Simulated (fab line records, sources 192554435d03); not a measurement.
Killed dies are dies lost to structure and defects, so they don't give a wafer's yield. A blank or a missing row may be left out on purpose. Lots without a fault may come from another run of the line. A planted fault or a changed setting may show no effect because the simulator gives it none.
Chamber matching | flow n5_finfet | N5_FIN_CUT_DESCUM_13 on rie_diel-01: 4 sister chambers
The step chemistry O2, time 7 s. 18 wafers are shown with their chamber, then 9 later ones without.

WAFERS WITH THEIR CHAMBER
wafer  | chamber | drypump_motor_current_A (A) | showerhead_plenum_p_Torr (Torr) | throttle_valve_pct (%)
L079.1 | 2       | 5.9                         | 2.16                            | 20.41
L079.2 | 1       | 6.5                         | 2.14                            | 20.19
L079.3 | 0       | 6.1                         | 2.04                            | 20.72
L079.4 | 3       | 5.0                         | 2.02                            | 20.53
L079.5 | 3       | 5.0                         | 2.02                            | 20.54
L079.6 | 0       | 6.0                         | 2.04                            | 20.72
L086.1 | 3       | 5.0                         | 2.02                            | 20.53
L086.2 | 0       | 6.0                         | 2.04                            | 20.75
L086.3 | 2       | 5.9                         | 2.15                            | 20.41
L086.4 | 1       | 6.5                         | 2.14                            | 20.22
L086.5 | 3       | 5.0                         | 2.02                            | 20.54
L086.6 | 2       | 5.9                         | 2.15                            | 20.42
L091.2 | 2       | 6.0                         | 2.15                            | 20.43
L091.4 | 1       | 6.5                         | 2.13                            | 20.24
L091.5 | 2       | 5.9                         | 2.15                            | 20.44
L095.2 | 2       | 6.0                         | 2.15                            | 20.44
L095.3 | 0       | 6.0                         | 2.03                            | 20.79
L095.5 | 2       | 5.9                         | 2.15                            | 20.45

SIGNATURES (means of the wafers above)
reading                  | chamber 0 | chamber 1 | chamber 2 | chamber 3 | scatter within a chamber
drypump_motor_current_A  | 6.025     | 6.500     | 5.929     | 5.000     | 0.0394
showerhead_plenum_p_Torr | 2.0375    | 2.1367    | 2.1514    | 2.0200    | 0.00403
throttle_valve_pct       | 20.7450   | 20.2167   | 20.4286   | 20.5350   | 0.021
Rule: a wafer's distance from a chamber is the root of the sum, over the readings, of the square of ((its reading less the chamber's mean) divided by the reading's scatter). The wafer belongs to the nearest chamber; if the next one is less than 2 further off, it can't be placed. The scatter: the root of (the sum of the squares of (reading less its chamber's mean) over the shown wafers, divided by (wafers less chambers)).

WAFERS WITHOUT THEIR CHAMBER
wafer  | drypump_motor_current_A (A) | showerhead_plenum_p_Torr (Torr) | throttle_valve_pct (%)
L096.2 | 5.0                         | 2.01                            | 20.57
L096.4 | 6.5                         | 2.13                            | 20.23
L096.6 | 6.0                         | 2.03                            | 20.77
L097.1 | 5.9                         | 2.15                            | 20.45
L097.2 | 6.5                         | 2.13                            | 20.26
L097.3 | 6.0                         | 2.03                            | 20.76
L097.4 | 5.0                         | 2.01                            | 20.58
L097.5 | 5.0                         | 2.01                            | 20.57
L097.6 | 5.9                         | 2.15                            | 20.44

WHICH CHAMBER EACH WENT THROUGH
wafer  | from the rows above | in truth
L096.2 | 3                   | 3
L096.4 | 1                   | 1
L096.6 | 0                   | 0
L097.1 | 2                   | 2
L097.2 | 1                   | 1
L097.3 | 0                   | 0
L097.4 | 3                   | 3
L097.5 | 3                   | 3
L097.6 | 2                   | 2
Placed correctly: 9 of 9. Can't be placed from these rows: 0. Placed wrongly: 0.
